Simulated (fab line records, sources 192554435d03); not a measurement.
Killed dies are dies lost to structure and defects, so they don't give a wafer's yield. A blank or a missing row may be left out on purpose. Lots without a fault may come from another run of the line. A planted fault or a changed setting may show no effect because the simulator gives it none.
Which tool did it? | flow n5_finfet | 11 lots, 33 wafers sampled, at 3 steps of a route of 1938

WHAT THE GAUGES READ, wafer by wafer
N5_BEOL_M11_INSPECT_13: inspects for defects (brightfield). Usual: raw_defect_count 409, standard deviation 96.
lot  | measured     | on                | raw_defect_count | flag
L428 | day 11 00:59 | defect_inspect-01 | 368 386 326      |
L425 | day 11 07:35 | defect_inspect-01 | 264 312 341      |
L426 | day 11 16:05 | defect_inspect-02 | 347 463 471      |
L431 | day 12 22:10 | defect_inspect-01 | 273 296 308      |
L433 | day 12 21:58 | defect_inspect-01 | 385 347 281      |
L432 | day 12 23:07 | defect_inspect-01 | 427 360 398      |
L436 | day 13 14:31 | defect_inspect-01 | 454 358 417      |
L437 | day 14 01:40 | defect_inspect-01 | 328 438 379      |
L439 | day 14 04:06 | defect_inspect-01 | 490 564 406      |
L445 | day 15 20:35 | defect_inspect-01 | 492 406 324      |
L447 | day 16 06:52 | defect_inspect-01 | 516 658 419      |

WHICH TOOL RAN EACH LOT (tool, then ch and the chambers of the sampled wafers, then the start)
lot  | N5_BEOL_M10_ALD_74                  | N5_BEOL_M11_COAT_59
L428 | ald_metal-04 ch 0,2,3, day 10 20:56 | litho_track-02 ch 0, day 11 00:34
L425 | ald_metal-04 ch 2,3, day 11 01:39   | litho_track-05 ch 0, day 11 07:17
L426 | ald_metal-01 ch 0,2,3, day 11 11:55 | litho_track-01 ch 0, day 11 15:40
L431 | ald_metal-03 ch 0,1,2, day 12 17:53 | litho_track-05 ch 0, day 12 21:44
L433 | ald_metal-01 ch 0,2,3, day 12 17:57 | litho_track-05 ch 0, day 12 21:30
L432 | ald_metal-01 ch 1,2,3, day 12 19:13 | litho_track-02 ch 0, day 12 22:42
L436 | ald_metal-01 ch 1,2,3, day 13 11:06 | litho_track-01 ch 0, day 13 14:13
L437 | ald_metal-04 ch 1,2,3, day 13 22:06 | litho_track-01 ch 0, day 14 01:15
L439 | ald_metal-03 ch 1,2,3, day 13 23:02 | litho_track-01 ch 0, day 14 03:40
L445 | ald_metal-03 ch 1,2,3, day 15 16:44 | litho_track-05 ch 0, day 15 20:10
L447 | ald_metal-03 ch 0,1,2, day 16 01:50 | litho_track-05 ch 0, day 16 06:34
- N5_BEOL_M10_ALD_74: deposits TaN, target thk 2 nm, pulse time 2 s, purge time 3 s.
- N5_BEOL_M11_COAT_59: time 60 s, resist thk 100 nm.

WHAT THE TOOLS THEMSELVES READ (means of the sampled wafers that have a number; where no wafer has one, the mark that the record gives instead)
N5_BEOL_M10_ALD_74. Usual: heater_power_w 426 W, standard deviation 41.
lot  | tool         | heater_power_w (W) | flag
L428 | ald_metal-04 | 410                |
L425 | ald_metal-04 | 382                |
L426 | ald_metal-01 | 432                |
L431 | ald_metal-03 | 385                |
L433 | ald_metal-01 | 434                |
L432 | ald_metal-01 | 430                |
L436 | ald_metal-01 | 427                |
L437 | ald_metal-04 | 417                |
L439 | ald_metal-03 | 425                |
L445 | ald_metal-03 | 429                |
L447 | ald_metal-03 | 386                |

N5_BEOL_M11_COAT_59. Usual: chill_plate_temp_C 22.99 C, standard deviation 0.1; heater_power_total_W 500.6 W, standard deviation 1.8; plate_temp_C 249.98 C, standard deviation 0.16.
lot  | tool           | chill_plate_temp_C (C) | heater_power_total_W (W) | plate_temp_C (C) | flag
L428 | litho_track-02 | 22.96                  | 500.7                    | 249.98           |
L425 | litho_track-05 | 22.99                  | 501.9                    | 249.77           |
L426 | litho_track-01 | 22.95                  | 502.6                    | 250.12           |
L431 | litho_track-05 | 23.04                  | 499.6                    | 249.95           |
L433 | litho_track-05 | 23.06                  | 501.3                    | 249.87           |
L432 | litho_track-02 | 22.85                  | 502.6                    | 249.90           |
L436 | litho_track-01 | 23.02                  | 500.8                    | 249.98           |
L437 | litho_track-01 | 23.14                  | 466.0                    | 235.59           | OFF
L439 | litho_track-01 | 23.15                  | 465.1                    | 235.78           | OFF
L445 | litho_track-05 | 23.07                  | 500.0                    | 249.99           |
L447 | litho_track-05 | 23.05                  | 499.9                    | 249.91           |

THE ANSWER, worked out from the rows above alone
Rule: a lot is off if the mean of its wafers that have a number lies more than 3 standard deviations from the usual mean. A lot without any number at a reading at which 4 lots or more have one is off too. The other lots that the step has rows for count as sound. The gauges are gone through in route order, then the tools' own readings, and for those a lot's mean is taken as printed above. The first step at which some lot is off is used, and at that step the reading that is off furthest; a lot without a number counts as furthest.
Off: L437, L439, at N5_BEOL_M11_COAT_59 (plate_temp_C).
A tool fits if, at that step or a process step before it, it ran every lot that is off, and no sound lot after the first of them. One fits: litho_track-01 at N5_BEOL_M11_COAT_59. Its last sound lot is L436 (day 13 14:13), its first lot that is off L437 (day 14 01:15): a fault that began between those two fits.
The tool's own readings at N5_BEOL_M11_COAT_59 bear it out: on the lots that are off they differ by more than 5 times the standard deviation of the sound lots' means. heater_power_total_W reads 465.6 W there against 501.0 W on the sound lots; plate_temp_C reads 235.69 C there against 249.94 C on the sound lots.

WHAT THE SIMULATOR HAD PUT IN
Process parameter drift: litho_track-01, from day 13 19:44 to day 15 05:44, at N5_BEOL_M11_COAT_59. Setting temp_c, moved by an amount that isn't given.
Lots struck among those shown: L437, L439. The rule above found the same.
